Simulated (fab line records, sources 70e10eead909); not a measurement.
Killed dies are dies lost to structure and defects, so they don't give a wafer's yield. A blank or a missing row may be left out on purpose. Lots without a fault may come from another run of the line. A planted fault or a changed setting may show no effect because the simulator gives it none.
Which tool did it? | flow nand_harc | 12 lots, 36 wafers sampled, at 5 steps of a route of 1302

WHAT THE GAUGES READ, wafer by wafer
NHARC_A_ONON_D1_THK_MEAS_30: measures by ellipsometry. Usual: thk_nm 1002 nm, standard deviation 8.3.
lot  | measured     | on            | thk_nm (nm)    | flag
L598 | day 8 06:58  | film_metro-01 | 995 994 993    |
L600 | day 9 00:54  | film_metro-01 | 1002 1001 1001 |
L601 | day 9 14:14  | film_metro-01 | 999 999 999    |
L603 | day 10 08:28 | film_metro-02 | 987 988 989    |
L604 | day 10 23:07 | film_metro-02 | 1005 1004 1001 |
L613 | day 14 06:28 | film_metro-02 | 995 996 996    |
L614 | day 15 05:58 | film_metro-02 | 1002 1001 1003 |
L615 | day 15 10:58 | film_metro-02 | 1012 1013 1012 |
L616 | day 15 22:53 | film_metro-02 | 1003 999 999   |
L617 | day 16 06:03 | film_metro-01 | 1001 1001 1002 |
L619 | day 17 06:00 | film_metro-01 | 996 993 997    |
L620 | day 17 18:07 | film_metro-02 | 1010 1008 1005 |

NHARC_END_SORT_01. Usual: killed_at_array 56, standard deviation 19; killed_at_other 0.8, standard deviation 1.1; killed_at_periphery 3.4, standard deviation 2.5; killed_dies 60, standard deviation 19; killed_open 2.9, standard deviation 1.7; killed_short 2.4, standard deviation 1.6.
lot  | measured     | on        | killed_at_array | killed_at_other | killed_at_periphery | killed_dies | killed_open | killed_short | flag
L603 | day 27 07:38 | prober-01 | 670 52 63       | 3 1 3           | 4 1 2               | 677 54 68   | 7 4 3       | 6 2 4        | OFF

WHICH TOOL RAN EACH LOT (tool, then ch and the chambers of the sampled wafers, then the start)
lot  | NHARC_A_CHANNEL_HOLE_D1_ETCH_34    | NHARC_A_CHANNEL_HOLE_D1_ETCH_23  | NHARC_A_CHANNEL_HOLE_D1_ETCH_26
L598 | rie_diel-05 ch 1,2, day 8 12:23    | har_etch-01 ch 0,1, day 8 14:34  | har_etch-01 ch 0,1, day 8 18:29
L600 | rie_diel-05 ch 0,1,3, day 9 06:19  | har_etch-02 ch 0,1, day 9 11:02  | har_etch-02 ch 0,1, day 9 13:13
L601 | rie_diel-05 ch 0,1,2, day 9 18:17  | har_etch-01 ch 0, day 9 20:29    | har_etch-01 ch 0, day 9 22:48
L603 | rie_diel-05 ch 1,2, day 10 12:23   | har_etch-01 ch 0,1, day 10 15:40 | har_etch-01 ch 0,1, day 10 17:55
L604 | rie_diel-09 ch 0,2,3, day 11 03:00 | har_etch-01 ch 0,1, day 11 05:25 | har_etch-01 ch 0,1, day 11 07:35
L613 | rie_diel-12 ch 1,2, day 14 10:31   | har_etch-02 ch 0, day 14 13:22   | har_etch-02 ch 0, day 14 15:38
L614 | rie_diel-05 ch 1,2, day 15 09:49   | har_etch-01 ch 0,1, day 15 12:09 | har_etch-01 ch 0,1, day 15 14:29
L615 | rie_diel-05 ch 0,2,3, day 15 19:15 | har_etch-01 ch 0,1, day 16 00:17 | har_etch-01 ch 0,1, day 16 02:38
L616 | rie_diel-05 ch 1,2,3, day 16 03:02 | har_etch-01 ch 0,1, day 16 08:08 | har_etch-01 ch 0,1, day 16 10:29
L617 | rie_diel-05 ch 2,3, day 16 10:34   | har_etch-02 ch 0,1, day 16 12:46 | har_etch-02 ch 0,1, day 16 15:06
L619 | rie_diel-05 ch 0,1, day 17 11:29   | har_etch-02 ch 0,1, day 17 13:41 | har_etch-02 ch 0,1, day 17 16:01
L620 | rie_diel-05 ch 1,2,3, day 17 22:34 | har_etch-01 ch 1, day 18 00:57   | har_etch-01 ch 1, day 18 03:11
- NHARC_A_CHANNEL_HOLE_D1_ETCH_34: etches the open film in CF4/CHF3, target depth 154 nm, time 77 s.
- NHARC_A_CHANNEL_HOLE_D1_ETCH_23: etches the open film in C4F8/O2/Ar, time 819 s, target depth 1600 nm.
- NHARC_A_CHANNEL_HOLE_D1_ETCH_26: etches the open film in C4F8/O2/Ar, time 224.1 s, target depth 300 nm.

WHAT THE TOOLS THEMSELVES READ (means of the sampled wafers that have a number; where no wafer has one, the mark that the record gives instead)
NHARC_A_CHANNEL_HOLE_D1_ETCH_34. Usual: drypump_motor_current_A 5.6 A, standard deviation 0.43; oes_product_au 0.948 a.u., standard deviation 0.024; rf_fwd_power_W 495.8 W, standard deviation 1.7; rf_vpp_V 370.0 V, standard deviation 2.1; showerhead_plenum_p_Torr 1.56 Torr, standard deviation 0.063; throttle_valve_pct 16.802 %, standard deviation 0.0097.
lot  | tool        | drypump_motor_current_A (A) | oes_product_au (a.u.) | rf_fwd_power_W (W) | rf_vpp_V (V) | showerhead_plenum_p_Torr (Torr) | throttle_valve_pct (%) | flag
L598 | rie_diel-05 | 5.8                         | 0.921                 | 495.7              | 368.8        | 1.50                            | 16.799                 |
L600 | rie_diel-05 | 5.3                         | 0.966                 | 494.3              | 370.7        | 1.58                            | 16.799                 |
L601 | rie_diel-05 | 5.7                         | 0.926                 | 497.1              | 368.9        | 1.55                            | 16.802                 |
L603 | rie_diel-05 | 5.7                         | 0.885                 | 429.2              | 367.7        | 1.50                            | 16.799                 | OFF
L604 | rie_diel-09 | 6.1                         | 0.961                 | 495.1              | 372.4        | 1.64                            | 16.802                 |
L613 | rie_diel-12 | 5.8                         | 0.970                 | 496.2              | 370.8        | 1.61                            | 16.803                 |
L614 | rie_diel-05 | 6.0                         | 0.912                 | 496.0              | 368.3        | 1.49                            | 16.803                 |
L615 | rie_diel-05 | 5.6                         | 0.918                 | 495.6              | 369.9        | 1.56                            | 16.799                 |
L616 | rie_diel-05 | 5.7                         | 0.922                 | 496.0              | 368.5        | 1.52                            | 16.813                 |
L617 | rie_diel-05 | 5.5                         | 0.917                 | 495.9              | 369.1        | 1.54                            | 16.798                 |
L619 | rie_diel-05 | 5.4                         | 0.932                 | 494.1              | 368.6        | 1.55                            | 16.806                 |
L620 | rie_diel-05 | 5.7                         | 0.921                 | 494.7              | 369.1        | 1.52                            | 16.804                 |

NHARC_A_CHANNEL_HOLE_D1_ETCH_23. Usual: drypump_motor_current_A 5.29 A, standard deviation 0.17; oes_air_line_au 0.999 a.u., standard deviation 0.021; showerhead_plenum_p_Torr 3.67 Torr, standard deviation 0.069; throttle_valve_pct 32.155 %, standard deviation 0.0089.
lot  | tool        | drypump_motor_current_A (A) | oes_air_line_au (a.u.) | showerhead_plenum_p_Torr (Torr) | throttle_valve_pct (%) | flag
L598 | har_etch-01 | 5.36                        | 0.998                  | 3.69                            | 32.153                 |
L600 | har_etch-02 | 5.23                        | 1.020                  | 3.68                            | 32.154                 |
L601 | har_etch-01 | 5.40                        | 1.030                  | 3.73                            | 32.149                 |
L603 | har_etch-01 | 5.36                        | 1.032                  | 3.70                            | 32.160                 |
L604 | har_etch-01 | 5.37                        | 1.021                  | 3.70                            | 32.155                 |
L613 | har_etch-02 | 4.91                        | 0.990                  | 3.58                            | 32.149                 |
L614 | har_etch-01 | 5.37                        | 0.995                  | 3.67                            | 32.146                 |
L615 | har_etch-01 | 5.38                        | 0.987                  | 3.66                            | 32.154                 |
L616 | har_etch-01 | 5.39                        | 0.988                  | 3.66                            | 32.157                 |
L617 | har_etch-02 | 5.06                        | 0.995                  | 3.60                            | 32.162                 |
L619 | har_etch-02 | 5.23                        | 0.983                  | 3.75                            | 32.150                 |
L620 | har_etch-01 | 5.36                        | 0.986                  | 3.60                            | 32.151                 |

NHARC_A_CHANNEL_HOLE_D1_ETCH_26. Usual: drypump_motor_current_A 5.29 A, standard deviation 0.17; oes_air_line_au 1.001 a.u., standard deviation 0.02; showerhead_plenum_p_Torr 3.72 Torr, standard deviation 0.073; throttle_valve_pct 24.583 %, standard deviation 0.01.
lot  | tool        | drypump_motor_current_A (A) | oes_air_line_au (a.u.) | showerhead_plenum_p_Torr (Torr) | throttle_valve_pct (%) | flag
L598 | har_etch-01 | 5.35                        | 0.990                  | 3.74                            | 24.583                 |
L600 | har_etch-02 | 5.22                        | 1.010                  | 3.73                            | 24.581                 |
L601 | har_etch-01 | 5.40                        | 1.015                  | 3.78                            | 24.583                 |
L603 | har_etch-01 | 5.39                        | 0.981                  | 3.74                            | 24.580                 |
L604 | har_etch-01 | 5.37                        | 1.010                  | 3.74                            | 24.583                 |
L613 | har_etch-02 | 4.91                        | 1.018                  | 3.62                            | 24.591                 |
L614 | har_etch-01 | 5.36                        | 0.987                  | 3.71                            | 24.585                 |
L615 | har_etch-01 | 5.37                        | 1.018                  | 3.70                            | 24.582                 |
L616 | har_etch-01 | 5.37                        | 1.013                  | 3.70                            | 24.592                 |
L617 | har_etch-02 | 5.07                        | 0.989                  | 3.64                            | 24.577                 |
L619 | har_etch-02 | 5.21                        | 0.999                  | 3.80                            | 24.589                 |
L620 | har_etch-01 | 5.35                        | 1.032                  | 3.64                            | 24.584                 |

THE ANSWER, worked out from the rows above alone
Rule: a lot is off if the mean of its wafers that have a number lies more than 3 standard deviations from the usual mean. A lot without any number at a reading at which 4 lots or more have one is off too. The other lots that the step has rows for count as sound. The gauges are gone through in route order, then the tools' own readings, and for those a lot's mean is taken as printed above. The first step at which some lot is off is used, and at that step the reading that is off furthest; a lot without a number counts as furthest.
Off: L603, at NHARC_END_SORT_01 (killed_dies). Neither off nor sound, because the step has no rows for them: L598, L600, L601, L604, L613, L614, L615, L616, L617, L619, L620.
A tool fits if, at a process step before that reading, it ran every lot that is off, and no sound lot after the first of them. The gauges at NHARC_END_SORT_01 aren't tried: what is off there is off at NHARC_A_CHANNEL_HOLE_D1_ETCH_34 too, on other tools, and a gauge's error can't cause that. Can't be told from this: 2 tools fit, rie_diel-05 at NHARC_A_CHANNEL_HOLE_D1_ETCH_34, har_etch-01 at NHARC_A_CHANNEL_HOLE_D1_ETCH_23 and NHARC_A_CHANNEL_HOLE_D1_ETCH_26.

WHAT THE SIMULATOR HAD PUT IN
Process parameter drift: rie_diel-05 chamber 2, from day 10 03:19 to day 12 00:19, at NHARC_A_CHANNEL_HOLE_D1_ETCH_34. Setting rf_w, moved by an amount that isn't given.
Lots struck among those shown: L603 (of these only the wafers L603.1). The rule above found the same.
